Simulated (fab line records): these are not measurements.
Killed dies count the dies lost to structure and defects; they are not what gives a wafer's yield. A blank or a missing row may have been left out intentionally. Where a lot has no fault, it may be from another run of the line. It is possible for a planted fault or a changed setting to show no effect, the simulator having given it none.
A single fault, viewed from 3 desks ; flow nand-harc ; each desk holds nothing but its own numbers, with what lay behind them at the end

## THE METROLOGY DESK
Means of the sampled wafers that have a number, per lot and without regard to the tool the lot ran on: this is what the gauges read. If a lot's mean is further than 4 standard deviations from the usual mean, the lot is out of limits and carries the mark OUT (the distance appears in the brackets).
Columns: A = thk-nm at NHARC_A_SOURCE_PLATE_THK_MEAS_09, usual 9.7 nm
lot;first seen here;A
L727;day 7 06:04;9.4
L728;day 7 06:04;9.7
L730;day 8 12:45;10.4
L731;day 8 17:43;10.5
L732;day 8 23:27;9.2
L736;day 10 20:30;9.9
L737;day 11 08:50;9.8
L739;day 12 07:11;9.3
L746;day 15 01:53;9.7
L747;day 15 20:05;8.9
L748;day 16 07:57;9.0
L749;day 16 07:57;10.0
L750;day 16 17:04;8.9
This desk's finding: nothing out of limits on any of the 13 lots.

## THE DEFECT DESK
Counts from the inspections along the route, per lot, as means over the sampled wafers that have a number. If a lot's mean is further than 4 standard deviations from the usual mean, the lot is out of limits and carries the mark OUT (the distance appears in the brackets).
Columns: A = raw-defect-count at NHARC_A_SOURCE_PLATE_INSPECT_08, usual 55
lot;first seen here;A
L727;day 7 19:07;75
L728;day 7 19:10;40
L730;day 9 01:47;34
L731;day 9 06:43;49
L732;day 9 12:35;56
L736;day 11 12:14;38
L737;day 11 21:26;336 (+13) OUT
L739;day 12 22:28;341 (+13) OUT
L746;day 15 14:50;85
L747;day 16 08:52;52
L748;day 16 21:02;52
L749;day 16 21:02;53
L750;day 17 09:25;43
Finding of this desk: L737, L739 out of limits; the first was L737 at day 11 21:26, on raw-defect-count at NHARC_A_SOURCE_PLATE_INSPECT_08. L727, L728, L730, L731, L732, L736, L746, L747, L748, L749, L750 stayed within limits.

## FOR THE TOOL OWNER'S DESK: lpcvd-poly-02
The tool's own readings at NHARC_A_SOURCE_PLATE_CVD_03 (deposits poly-Si, target thk 200 nm, time 4000 s): means of the sampled wafers that have a number, for each lot that ran on this tool. If a lot's mean is further than 4 standard deviations from the usual mean, the lot is out of limits and carries the mark OUT (the distance appears in the brackets).
Columns: A = tube-center-temp-C at NHARC_A_SOURCE_PLATE_CVD_03, usual 620 C
lot;first seen here;A
L732;day 9 02:01;620
L736;day 10 23:04;620
L737;day 11 11:25;620
L739;day 12 09:46;620
L746;day 15 04:28;620
L747;day 15 22:43;620
L748;day 16 10:32;620
L749;day 16 10:32;620
This desk's finding: nothing out of limits on any of the 8 lots.

## PUT TOGETHER
The defect desk could have raised an alarm at day 11 21:26, on L737, L739.
At the metrology desk, nothing out of limits was observed.
The tool owner's desk saw nothing out of limits.
The metrology desk holds a record of L737, L739, inside its limits.
Tool owner's desk: L737, L739 on record, inside its limits.
All the named lots went through NHARC_A_SOURCE_PLATE_CVD_03 on lpcvd-poly-02.

## WHAT THE SIMULATOR HAD PUT IN
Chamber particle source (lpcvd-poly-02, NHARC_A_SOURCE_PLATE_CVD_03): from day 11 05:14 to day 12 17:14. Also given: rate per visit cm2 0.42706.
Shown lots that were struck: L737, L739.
Hours from the fault's start to each desk's first reading out of limits: the defect desk, 16.
